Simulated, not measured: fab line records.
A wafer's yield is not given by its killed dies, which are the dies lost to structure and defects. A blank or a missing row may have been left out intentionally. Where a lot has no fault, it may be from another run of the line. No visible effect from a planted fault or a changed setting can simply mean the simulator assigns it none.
Which tool did it?	flow n5_finfet	11 lots with 32 wafers sampled at 4 steps, on a route of 1938 steps

== WHAT THE GAUGES SHOWED, per wafer ==
N5_BEOL_M7_OVL_MEAS_12.
lot	measured	on	M7_OVL (nm)
L908	day 9 04:45	overlay-02	-0.5 0.1 -0.2
L910	day 10 12:31	overlay-02	0.2 -0.3 -1.0
L912	day 10 16:56	overlay-01	0.3 0.2 0.6
L915	day 10 19:14	overlay-02	1.0 -0.1 0.0
L913	day 10 22:58	overlay-02	-0.1 0.1 -0.3
L918	day 11 14:52	overlay-01	-0.1 1.1 -1.1
L919	day 12 03:11	overlay-01	-0.2 0.4 0.6
L920	day 12 12:26	overlay-01	0.5 -1.2 0.7
L923	day 13 09:16	overlay-02	-0.3 -0.1 0.4
L926	day 13 23:20	overlay-02	-0.1 -0.8
L930	day 15 07:25	overlay-01	-0.3 -0.8 -0.8

== WHICH TOOL RAN EACH LOT (tool, then ch and the chambers of the sampled wafers, then the start) ==
lot	N5_BEOL_M6_STRIP_80	N5_BEOL_M6_SPUTTER_48	N5_BEOL_M7_COAT_59
L908	rie_diel-02 ch 0,1,2, day 9 02:10 or earlier	pvd_sputter-03, day 9 02:10	litho_track-01 ch 0, day 9 04:28
L910	rie_diel-04 ch 0,2, day 10 08:48 or earlier	pvd_sputter-01, day 10 08:48	litho_track-01 ch 0, day 10 12:14
L912	rie_diel-06 ch 0,2,3, day 10 11:56 or earlier	pvd_sputter-03, day 10 11:56	litho_track-01 ch 0, day 10 16:32
L915	rie_diel-06 ch 0,1,2, day 10 13:56 or earlier	pvd_sputter-02, day 10 13:56	litho_track-01 ch 0, day 10 18:58
L913	rie_diel-06 ch 0,1, day 10 19:43 or earlier	pvd_sputter-03, day 10 19:43	litho_track-02 ch 0, day 10 22:34
L918	rie_diel-04 ch 0,2, day 11 10:14 or earlier	pvd_sputter-01, day 11 10:14	litho_track-01 ch 0, day 11 14:35
L919	rie_diel-06 ch 0,1, day 11 23:10 or earlier	pvd_sputter-03, day 11 23:10	litho_track-01 ch 0, day 12 02:55
L920	rie_diel-02 ch 2,3, day 12 08:50 or earlier	pvd_sputter-03, day 12 08:50	litho_track-02 ch 0, day 12 12:02
L923	rie_diel-02 ch 2,3, day 13 05:47 or earlier	pvd_sputter-02, day 13 05:47	litho_track-01 ch 0, day 13 08:47
L926	rie_diel-04 ch 0,1, day 13 20:58 or earlier	pvd_sputter-01, day 13 20:58	litho_track-05 ch 0, day 13 23:03
L930	rie_diel-06 ch 1,2,3, day 15 02:25 or earlier	pvd_sputter-02, day 15 02:25	litho_track-02 ch 0, day 15 07:01
- N5_BEOL_M6_STRIP_80: strips in N2/H2, time 10 s.
- N5_BEOL_M6_SPUTTER_48: material Cu, target thk 10 nm, time 1.667 s.
- N5_BEOL_M7_COAT_59: time 60 s, resist thk 100 nm.

== THE ANSWER, worked out from the rows above alone ==
Rule: what is usual is taken from the lots themselves. The widest of any qualifying gaps counts: lots, ordered by their means at a reading, are off when they make up no more than a third of the lots, leave a main group of 4 or more, and stand apart from it by 3 or more times the standard deviation of that group's means. A main group is skipped when, at the precision printed for the reading in the tables above, its means are all equal. A lot without any number at a reading at which 4 lots or more have one is off too. Any other lot the step has rows for is counted as sound.
None of the lots is off at any reading shown; this tells nothing.

== WHAT HAD BEEN PUT IN BY THE SIMULATOR ==
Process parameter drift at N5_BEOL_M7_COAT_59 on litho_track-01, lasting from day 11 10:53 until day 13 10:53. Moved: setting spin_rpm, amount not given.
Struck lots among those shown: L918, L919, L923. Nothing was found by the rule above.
